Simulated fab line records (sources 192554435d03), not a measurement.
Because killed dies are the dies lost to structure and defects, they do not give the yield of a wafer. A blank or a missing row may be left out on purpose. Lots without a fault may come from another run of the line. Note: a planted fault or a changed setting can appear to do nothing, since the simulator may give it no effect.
A lot that was struck, set against a sound lot / flow n5_finfet / 15 out of 1938 route steps
Sound: the wafers L109.4, L109.5, L109.6. Struck: wafers L119.1, L119.3 (left out: L119.5, a lot-mate that was not struck); the cause follows at the end.
Order at every step that has rows: each side's tool, ch and its chambers, its first start. Under that, the readings that differ: sound wafers / struck wafers / difference of the means / sigmas: that difference in standard deviations of wafers without a fault.
alike: a reading whose means differ by less than 2 such deviations, as well as words and numbers matching on both sides. not compared: withheld readings; readings where some wafer has no value; bounds like >300 that might hide an equal value; numbers whose values overlap and for which the record gives no deviation.
Wherever a step has rows on one side only, a row that says differs or no value, or a row with sigmas, the two part there. Numbers that have no deviation but don't overlap get no sigmas and don't part them. Lack of a reading on every wafer of one side parts them only where that side has two or more wafers.

first, 3 steps without rows for these wafers: N5_BEOL_M1_ANNEAL_87 (time 240 s); N5_BEOL_M1_SPUTTER_88 (material Cu, target thk 4.5 nm, time 8.29 s); N5_BEOL_M1_ANNEAL_89 (time 240 s).
N5_BEOL_M1_SPUTTER_90: material Cu, target thk 4.5 nm, time 8.29 s.
  sound: pvd_sputter-01 at day 7 09:31; struck: pvd_sputter-02 at day 9 23:03
  alike: throttle_valve_pct
N5_BEOL_M1_ANNEAL_91: time 240 s.
  sound: pvd_sputter-01 at day 7 09:36; struck: pvd_sputter-02 at day 9 23:08
  alike: heater_power_w
N5_BEOL_M1_SPUTTER_92: material Cu, target thk 4.5 nm, time 8.29 s.
  sound: pvd_sputter-01 at day 7 09:44; struck: pvd_sputter-02 at day 9 23:16
  alike: throttle_valve_pct
N5_BEOL_M1_ANNEAL_93: time 240 s.
  sound: pvd_sputter-01 at day 7 09:49; struck: pvd_sputter-02 at day 9 23:21
  alike: heater_power_w
then, 2 steps without rows for these wafers: N5_BEOL_M1_SPUTTER_94 (material Cu, target thk 4.5 nm, time 8.29 s); N5_BEOL_M1_ANNEAL_95 (time 240 s).
N5_BEOL_M1_SPUTTER_96: material Cu, target thk 4.5 nm, time 8.29 s.
  sound: pvd_sputter-01 at day 7 10:11; struck: pvd_sputter-02 at day 9 23:43
  alike: throttle_valve_pct
then, 2 steps without rows for these wafers: N5_BEOL_M1_ECD_50 (material Cu, target thk 300 nm); N5_BEOL_M1_ANNEAL_51 (time 90 s).
N5_BEOL_M1_CMP_52: polishes, stops on SiOC, t overpolish 6.8 s, target thk 40 nm.
  sound on cmp-04 ch 1,2,3, day 7 10:48; struck on cmp-03 ch 1,3, day 10 00:14
reading=barrier_field_endpoint_s (s); sound=24.7 24.1 25.8; struck=13.7 13.9; difference=-11.1; sigmas=-17
reading=time_to_endpoint_s (s); sound=62 60 61; struck=37 38; difference=-24; sigmas=-7
  alike: motor_current_A, overpolish_run_s
N5_BEOL_M4_RC_MEAS_101:
  sound on prober-02 ch 0, day 9 15:13; struck on prober-02 ch 0, day 11 17:24
  alike: DIBL_N, DIBL_P, IOFF_N, IOFF_P, ION_N, ION_P, SS_N, SS_P, VT_N, VT_P
-- here the record skips 5 days between the struck wafers' starts before and after, leaving off in module BEOL_M4 and picking up in module PASSIVATION (first step shown: number 1936 of the route) --
N5_PASSIVATION_PROBE_49:
  sound: prober-01 at day 13 19:48; struck: prober-02 at day 16 08:42
  alike: defect_limited_yield, killed_at_M0_to_M3, killed_at_M4_up, killed_at_contacts, killed_at_front_end, killed_at_other, killed_dies, killed_on_rim, killed_open, killed_short, sort_bin_4_leakage, sort_bin_5_function, sort_bin_6_memory, sort_bin_8_speed, sort_n_pass, sort_yield_pct

WHERE THEY PART
At N5_BEOL_M1_CMP_52 and nowhere else, as far as this record goes. Later steps at which nothing parts them and some readings are alike: N5_BEOL_M4_RC_MEAS_101, N5_PASSIVATION_PROBE_49.

WHY: whatever the simulator had introduced
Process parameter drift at N5_BEOL_M1_CMP_52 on cmp-03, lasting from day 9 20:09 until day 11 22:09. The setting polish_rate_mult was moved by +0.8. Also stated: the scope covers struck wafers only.
